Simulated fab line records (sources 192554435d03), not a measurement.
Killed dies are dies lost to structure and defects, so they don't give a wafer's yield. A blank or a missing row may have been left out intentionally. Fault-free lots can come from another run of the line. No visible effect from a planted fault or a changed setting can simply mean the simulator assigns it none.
Matching of chambers :: flow n5_finfet :: rie_diel-05 running N5_BEOL_M10_ETCH_62: 4 sister chambers
The step etches SOC in N2/H2, target depth 110 nm, overetch 22 nm, time 165 s. 8 wafers are shown with their chamber, then 7 later ones without.

== WAFERS PAIRED WITH THEIR CHAMBERS ==
wafer: L080.6
chamber: 2
showerhead_plenum_p_Torr (Torr): 2.43
rf_vpp_V (V): 520.2

wafer: L081.4
chamber: 0
showerhead_plenum_p_Torr (Torr): 2.63
rf_vpp_V (V): 526.5

wafer: L081.5
chamber: 1
showerhead_plenum_p_Torr (Torr): 2.66
rf_vpp_V (V): 527.6

wafer: L088.2
chamber: 0
showerhead_plenum_p_Torr (Torr): 2.62
rf_vpp_V (V): 524.7

wafer: L088.4
chamber: 3
showerhead_plenum_p_Torr (Torr): 2.67
rf_vpp_V (V): 526.5

wafer: L088.6
chamber: 2
showerhead_plenum_p_Torr (Torr): 2.42
rf_vpp_V (V): 521.9

wafer: L091.1
chamber: 3
showerhead_plenum_p_Torr (Torr): 2.67
rf_vpp_V (V): 526.5

wafer: L091.5
chamber: 1
showerhead_plenum_p_Torr (Torr): 2.65
rf_vpp_V (V): 526.5

== WAFERS WITHOUT THEIR CHAMBER ==
wafer: L091.6
showerhead_plenum_p_Torr (Torr): 2.62
rf_vpp_V (V): 528.2

wafer: L093.1
showerhead_plenum_p_Torr (Torr): 2.42
rf_vpp_V (V): 519.3

wafer: L093.2
showerhead_plenum_p_Torr (Torr): 2.65
rf_vpp_V (V): 525.4

wafer: L093.5
showerhead_plenum_p_Torr (Torr): 2.42
rf_vpp_V (V): 520.5

wafer: L097.3
showerhead_plenum_p_Torr (Torr): 2.66
rf_vpp_V (V): 527.0

wafer: L097.5
showerhead_plenum_p_Torr (Torr): 2.61
rf_vpp_V (V): 526.1

wafer: L097.6
showerhead_plenum_p_Torr (Torr): 2.66
rf_vpp_V (V): 527.7

== THE CHAMBER EACH PASSED THROUGH ==
wafer: L091.6
from the rows above: 0
in truth: 0

wafer: L093.1
from the rows above: 2
in truth: 2

wafer: L093.2
from the rows above: can't be placed: 1 or 3
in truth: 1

wafer: L093.5
from the rows above: 2
in truth: 2

wafer: L097.3
from the rows above: can't be placed: 1 or 3
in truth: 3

wafer: L097.5
from the rows above: 0
in truth: 0

wafer: L097.6
from the rows above: can't be placed: 1 or 3
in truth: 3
Placed correctly: 4 of 7. Cannot be placed on the basis of these rows: 3; the candidates contain the true chamber in 3. Placed wrongly: 0.
How it was worked out, from the rows above alone: a wafer's distance from a chamber is the root of the sum, over the readings, of the square of ((its reading less the chamber's mean) divided by the reading's scatter). The wafer belongs to the nearest chamber; if the next one is less than 2 further off, it can't be placed. For every chamber, the mean is computed from those of its wafers that are shown. The scatter: the root of (the sum of the squares of (reading less its chamber's mean) over the shown wafers, divided by (wafers less chambers)).
